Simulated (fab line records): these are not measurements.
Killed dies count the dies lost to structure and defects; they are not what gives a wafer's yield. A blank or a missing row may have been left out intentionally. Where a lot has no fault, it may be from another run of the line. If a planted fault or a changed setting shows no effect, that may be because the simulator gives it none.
Chamber matching -- flow n5-finfet -- N5_BEOL_M6_DEP_56 on pecvd-04 has 3 sister chambers
The step deposits SiCN from 3MS/NH3, target thk 10 nm, time 17.5 s. 20 wafers are shown with their chamber, then 10 later ones without.

== WAFERS WITH THEIR CHAMBER ==
wafer,chamber,throttle-valve-pct (%),showerhead-plenum-p-Torr (Torr)
L074.3,1,8.9,3.657
L074.4,0,8.6,3.662
L074.5,2,8.7,3.678
L075.2,2,8.5,3.685
L075.4,0,8.2,3.668
L075.6,2,8.5,3.673
L079.1,0,8.5,3.652
L079.4,2,8.6,3.693
L079.5,2,8.6,3.674
L081.2,1,9.0,3.639
L081.4,2,8.7,3.668
L081.6,0,8.5,3.663
L083.3,2,8.6,3.676
L083.5,2,8.8,3.674
L083.6,0,8.4,3.669
L084.2,1,9.4,3.640
L084.3,0,8.4,3.656
L084.6,1,9.4,3.638
L088.1,0,8.3,3.657
L088.3,2,8.8,3.686

SIGNATURES (averages over the wafers above)
reading,chamber 0,chamber 1,chamber 2,scatter within a chamber
throttle-valve-pct,8.414,9.175,8.644,0.157
showerhead-plenum-p-Torr,3.66100,3.64350,3.67856,0.0076
Rule: a wafer lies at a distance from a chamber equal to the root of the sum of squares, over the readings, of (its reading less the chamber's mean, divided by the reading's scatter). The wafer belongs to the nearest chamber; if the next one is less than 2 further off, it can't be placed. The scatter is the square root of a quotient: the sum, over the shown wafers, of each reading's squared deviation from its chamber's mean, divided by wafers minus chambers.

== WAFERS MISSING THEIR CHAMBER ==
wafer,throttle-valve-pct (%),showerhead-plenum-p-Torr (Torr)
L088.6,8.7,3.673
L090.2,8.5,3.660
L090.5,8.6,3.662
L090.6,8.5,3.682
L094.1,8.7,3.671
L094.3,8.4,3.661
L094.5,8.5,3.668
L095.3,8.3,3.666
L095.4,8.7,3.678
L095.5,9.2,3.643

== WHICH CHAMBER EACH WENT THROUGH ==
wafer,from the rows above,in truth
L088.6,can't be placed: 2 or 0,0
L090.2,0,0
L090.5,can't be placed: 0 or 2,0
L090.6,can't be placed: 2 or 0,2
L094.1,can't be placed: 2 or 0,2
L094.3,0,0
L094.5,can't be placed: 0 or 2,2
L095.3,can't be placed: 0 or 2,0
L095.4,2,2
L095.5,1,1
Correctly placed: 4 of 10. Cannot be placed on the basis of these rows: 6; the candidates contain the true chamber in 6. Placed wrongly: 0.
